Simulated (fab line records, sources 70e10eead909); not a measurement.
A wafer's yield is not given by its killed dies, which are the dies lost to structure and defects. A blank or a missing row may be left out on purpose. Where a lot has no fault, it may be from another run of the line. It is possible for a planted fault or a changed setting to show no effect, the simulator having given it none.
What tool caused it?	flow nand harc	Sampling: 6 lots, 18 wafers, 2 of 1159 route steps

== WHAT THE GAUGES READ, wafer by wafer ==
NHARC_A_ONON_D1_THK_MEAS_30: measures by ellipsometry.
lot	measured	on	thk nm (nm)
L344	day 8 02:27	film metro-01	1014 1013 1013
L345	day 8 20:12	film metro-02	998 998 998
L348	day 9 14:28	film metro-01	975 975 975
L352	day 10 09:43	film metro-02	998 1000 997
L357	day 11 17:04	film metro-02	773 775 772
L365	day 13 08:12	film metro-01	1020 1021 1020

== WHAT TOOL EACH LOT RAN ON (gives the tool, then ch and the chambers of the sampled wafers, and finally the start) ==
lot	NHARC_A_ONON_D1_DEP_28
L344	pecvd onon-01 ch 0, day 8 01:56
L345	pecvd onon-03 ch 0, day 8 19:41
L348	pecvd onon-04 ch 0, day 9 13:57
L352	pecvd onon-01 ch 0, day 10 09:19
L357	pecvd onon-01 ch 0, day 11 16:44
L365	pecvd onon-04 ch 0, day 13 07:41
- NHARC_A_ONON_D1_DEP_28: target thk 1000 nm.

== THE ANSWER, worked out from the rows above alone ==
Rule: the lots themselves supply what counts as usual. Put in order of their means at a reading, lots are off if they are a third of the lots or fewer, leave a main group of 4 or more, and stand apart from it by a gap of 3 or more times the standard deviation of the main group's means; of several such gaps the widest counts. Not used: any main group whose means are identical at the precision the tables above print for the reading. A lot without any number at a reading at which 4 lots or more have one is off too. The other lots that the step has rows for count as sound.
Off: L357 (NHARC_A_ONON_D1_THK_MEAS_30, thk nm). The main group has a mean of 1001 nm with a standard deviation of 16.
A tool fits if, at a process step before that reading, it ran every lot that is off, and no sound lot after the first of them. The gauges at NHARC_A_ONON_D1_THK_MEAS_30 are tried like those tools. 2 tools fit, pecvd onon-01 at NHARC_A_ONON_D1_DEP_28 and film metro-02 at NHARC_A_ONON_D1_THK_MEAS_30, so this cannot tell which one it is.

== WHAT THE SIMULATOR PUT IN ==
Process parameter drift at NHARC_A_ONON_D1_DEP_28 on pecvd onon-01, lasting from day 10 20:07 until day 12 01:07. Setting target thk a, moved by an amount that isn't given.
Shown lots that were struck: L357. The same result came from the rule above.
